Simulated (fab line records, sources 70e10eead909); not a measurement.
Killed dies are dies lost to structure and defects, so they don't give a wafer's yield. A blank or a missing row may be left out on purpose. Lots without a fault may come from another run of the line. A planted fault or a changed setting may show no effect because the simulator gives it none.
Chamber matching | flow nand_harc | NHARC_A_STAIRCASE_TRIM_20 on rie_diel-04: 4 sister chambers
The step chemistry O2, time 211.2 s. 30 wafers are shown with their chamber, then 12 later ones without.

WAFERS WITH THEIR CHAMBER
wafer  | chamber | drypump_motor_current_A (A) | showerhead_plenum_p_Torr (Torr) | rf_vpp_V (V)
L075.1 | 1       | 6.3                         | 3.43                            | 56.4
L075.2 | 2       | 6.3                         | 3.63                            | 58.6
L075.4 | 0       | 6.2                         | 3.37                            | 57.8
L076.3 | 0       | 6.2                         | 3.37                            | 57.8
L076.5 | 3       | 5.5                         | 3.81                            | 57.3
L076.6 | 0       | 6.2                         | 3.37                            | 57.2
L077.1 | 3       | 5.5                         | 3.81                            | 58.5
L077.2 | 1       | 6.3                         | 3.43                            | 56.2
L077.3 | 2       | 6.3                         | 3.63                            | 58.6
L082.2 | 0       | 6.2                         | 3.36                            | 54.6
L082.5 | 3       | 5.4                         | 3.80                            | 59.1
L082.6 | 2       | 6.3                         | 3.62                            | 58.2
L085.2 | 0       | 6.2                         | 3.36                            | 57.3
L085.3 | 3       | 5.5                         | 3.79                            | 58.4
L085.4 | 2       | 6.3                         | 3.61                            | 57.1
L085.1 | 1       | 6.3                         | 3.41                            | 57.3
L085.5 | 1       | 6.3                         | 3.41                            | 58.9
L085.6 | 0       | 6.2                         | 3.36                            | 57.9
L084.2 | 1       | 6.3                         | 3.41                            | 57.3
L084.4 | 0       | 6.2                         | 3.36                            | 57.1
L084.6 | 0       | 6.2                         | 3.36                            | 57.9
L084.1 | 2       | 6.3                         | 3.61                            | 57.9
L084.3 | 3       | 5.5                         | 3.79                            | 60.2
L084.5 | 1       | 6.3                         | 3.41                            | 57.1
L086.2 | 2       | 6.3                         | 3.60                            | 58.6
L086.3 | 1       | 6.3                         | 3.41                            | 57.3
L086.5 | 1       | 6.3                         | 3.41                            | 56.0
L093.1 | 1       | 6.3                         | 3.40                            | 57.9
L093.3 | 0       | 6.2                         | 3.34                            | 56.8
L093.5 | 0       | 6.2                         | 3.35                            | 57.6

SIGNATURES (means of the wafers above)
reading                  | chamber 0 | chamber 1 | chamber 2 | chamber 3 | scatter within a chamber
drypump_motor_current_A  | 6.200     | 6.300     | 6.300     | 5.480     | 0.0175
showerhead_plenum_p_Torr | 3.3600    | 3.4133    | 3.6167    | 3.8000    | 0.0103
rf_vpp_V                 | 57.200    | 57.156    | 58.167    | 58.700    | 0.911
Rule: a wafer's distance from a chamber is the root of the sum, over the readings, of the square of ((its reading less the chamber's mean) divided by the reading's scatter). The wafer belongs to the nearest chamber; if the next one is less than 2 further off, it can't be placed. The scatter: the root of (the sum of the squares of (reading less its chamber's mean) over the shown wafers, divided by (wafers less chambers)).

WAFERS WITHOUT THEIR CHAMBER
wafer  | drypump_motor_current_A (A) | showerhead_plenum_p_Torr (Torr) | rf_vpp_V (V)
L093.2 | 5.4                         | 3.78                            | 57.9
L093.4 | 5.5                         | 3.78                            | 59.2
L093.6 | 6.3                         | 3.40                            | 56.9
L094.3 | 6.3                         | 3.40                            | 56.4
L094.4 | 6.2                         | 3.34                            | 57.0
L094.5 | 5.5                         | 3.77                            | 57.4
L096.1 | 6.2                         | 3.34                            | 56.2
L096.2 | 6.3                         | 3.59                            | 58.1
L096.6 | 5.5                         | 3.77                            | 57.2
L096.3 | 5.5                         | 3.77                            | 57.2
L096.4 | 6.3                         | 3.40                            | 58.0
L096.5 | 6.3                         | 3.59                            | 57.2

WHICH CHAMBER EACH WENT THROUGH
wafer  | from the rows above | in truth
L093.2 | 3                   | 3
L093.4 | 3                   | 3
L093.6 | 1                   | 1
L094.3 | 1                   | 1
L094.4 | 0                   | 0
L094.5 | 3                   | 3
L096.1 | 0                   | 0
L096.2 | 2                   | 2
L096.6 | 3                   | 3
L096.3 | 3                   | 3
L096.4 | 1                   | 1
L096.5 | 2                   | 2
Placed correctly: 12 of 12. Can't be placed from these rows: 0. Placed wrongly: 0.
